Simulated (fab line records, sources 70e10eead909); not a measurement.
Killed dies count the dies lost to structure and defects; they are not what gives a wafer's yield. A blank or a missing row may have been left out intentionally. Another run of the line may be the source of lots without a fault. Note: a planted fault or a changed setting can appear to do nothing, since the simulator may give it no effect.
Matching of chambers || flow nand_harc || NHARC_A_CHANNEL_FILL_D1_ETCHBACK_20 on rie_diel-10 has 4 sister chambers
The step etches the open film in C4F8/O2/Ar, target depth 27 nm, time 13.5 s. 20 wafers are shown with their chamber, then 10 later ones without.

== WAFERS PAIRED WITH THEIR CHAMBERS ==
{"wafer": "L075.2", "chamber": 2, "rf_vpp_V (V)": 982, "oes_product_au (a.u.)": 0.90}
{"wafer": "L075.3", "chamber": 3, "rf_vpp_V (V)": 985, "oes_product_au (a.u.)": 0.92}
{"wafer": "L075.4", "chamber": 1, "rf_vpp_V (V)": 978, "oes_product_au (a.u.)": 0.94}
{"wafer": "L077.2", "chamber": 2, "rf_vpp_V (V)": 981, "oes_product_au (a.u.)": 0.97}
{"wafer": "L077.3", "chamber": 3, "rf_vpp_V (V)": 985, "oes_product_au (a.u.)": 0.99}
{"wafer": "L077.5", "chamber": 0, "rf_vpp_V (V)": 973, "oes_product_au (a.u.)": 0.99}
{"wafer": "L080.1", "chamber": 1, "rf_vpp_V (V)": 979, "oes_product_au (a.u.)": 0.99}
{"wafer": "L080.2", "chamber": 3, "rf_vpp_V (V)": 984, "oes_product_au (a.u.)": 0.97}
{"wafer": "L080.6", "chamber": 3, "rf_vpp_V (V)": 985, "oes_product_au (a.u.)": 0.98}
{"wafer": "L083.2", "chamber": 0, "rf_vpp_V (V)": 972, "oes_product_au (a.u.)": 1.00}
{"wafer": "L083.5", "chamber": 0, "rf_vpp_V (V)": 972, "oes_product_au (a.u.)": 1.00}
{"wafer": "L083.6", "chamber": 1, "rf_vpp_V (V)": 978, "oes_product_au (a.u.)": 1.00}
{"wafer": "L087.2", "chamber": 1, "rf_vpp_V (V)": 977, "oes_product_au (a.u.)": 0.99}
{"wafer": "L087.3", "chamber": 3, "rf_vpp_V (V)": 984, "oes_product_au (a.u.)": 0.96}
{"wafer": "L087.4", "chamber": 0, "rf_vpp_V (V)": 971, "oes_product_au (a.u.)": 0.98}
{"wafer": "L086.3", "chamber": 3, "rf_vpp_V (V)": 984, "oes_product_au (a.u.)": 0.92}
{"wafer": "L086.4", "chamber": 0, "rf_vpp_V (V)": 973, "oes_product_au (a.u.)": 0.92}
{"wafer": "L086.5", "chamber": 0, "rf_vpp_V (V)": 972, "oes_product_au (a.u.)": 0.93}
{"wafer": "L090.1", "chamber": 0, "rf_vpp_V (V)": 971, "oes_product_au (a.u.)": 0.92}
{"wafer": "L090.3", "chamber": 3, "rf_vpp_V (V)": 985, "oes_product_au (a.u.)": 0.91}

SIGNATURES, as means of the wafers listed above
{"reading": "rf_vpp_V", "chamber 0": 972.00, "chamber 1": 978.00, "chamber 2": 981.50, "chamber 3": 984.57, "scatter within a chamber": 0.717}
{"reading": "oes_product_au", "chamber 0": 0.9629, "chamber 1": 0.9800, "chamber 2": 0.9350, "chamber 3": 0.9500, "scatter within a chamber": 0.035}
Rule: a wafer's distance from a chamber is the root of the sum, over the readings, of the square of ((its reading less the chamber's mean) divided by the reading's scatter). The wafer belongs to the nearest chamber; if the next one is less than 2 further off, it can't be placed. How the scatter is found: for the shown wafers, subtract from each reading the mean of its chamber, square and add these, divide the total by (wafers less chambers), then take the root.

== WAFERS WITH NO CHAMBER GIVEN ==
{"wafer": "L090.5", "rf_vpp_V (V)": 985, "oes_product_au (a.u.)": 0.92}
{"wafer": "L094.1", "rf_vpp_V (V)": 984, "oes_product_au (a.u.)": 0.92}
{"wafer": "L094.4", "rf_vpp_V (V)": 972, "oes_product_au (a.u.)": 0.91}
{"wafer": "L094.6", "rf_vpp_V (V)": 978, "oes_product_au (a.u.)": 0.93}
{"wafer": "L095.2", "rf_vpp_V (V)": 981, "oes_product_au (a.u.)": 0.98}
{"wafer": "L095.3", "rf_vpp_V (V)": 974, "oes_product_au (a.u.)": 0.99}
{"wafer": "L095.6", "rf_vpp_V (V)": 984, "oes_product_au (a.u.)": 0.98}
{"wafer": "L096.3", "rf_vpp_V (V)": 972, "oes_product_au (a.u.)": 0.93}
{"wafer": "L096.4", "rf_vpp_V (V)": 980, "oes_product_au (a.u.)": 0.92}
{"wafer": "L096.6", "rf_vpp_V (V)": 982, "oes_product_au (a.u.)": 0.91}

== WHICH CHAMBER EACH ONE RAN IN ==
{"wafer": "L090.5", "from the rows above": 3, "in truth": 3}
{"wafer": "L094.1", "from the rows above": 3, "in truth": 3}
{"wafer": "L094.4", "from the rows above": 0, "in truth": 0}
{"wafer": "L094.6", "from the rows above": 1, "in truth": 1}
{"wafer": "L095.2", "from the rows above": 2, "in truth": 2}
{"wafer": "L095.3", "from the rows above": 0, "in truth": 0}
{"wafer": "L095.6", "from the rows above": 3, "in truth": 3}
{"wafer": "L096.3", "from the rows above": 0, "in truth": 0}
{"wafer": "L096.4", "from the rows above": "can't be placed: 2 or 1", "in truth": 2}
{"wafer": "L096.6", "from the rows above": 2, "in truth": 2}
Correct placement for 9 of the 10. Can't be placed from these rows: 1 (the true chamber is among the candidates in 1). Number placed wrongly: 0.
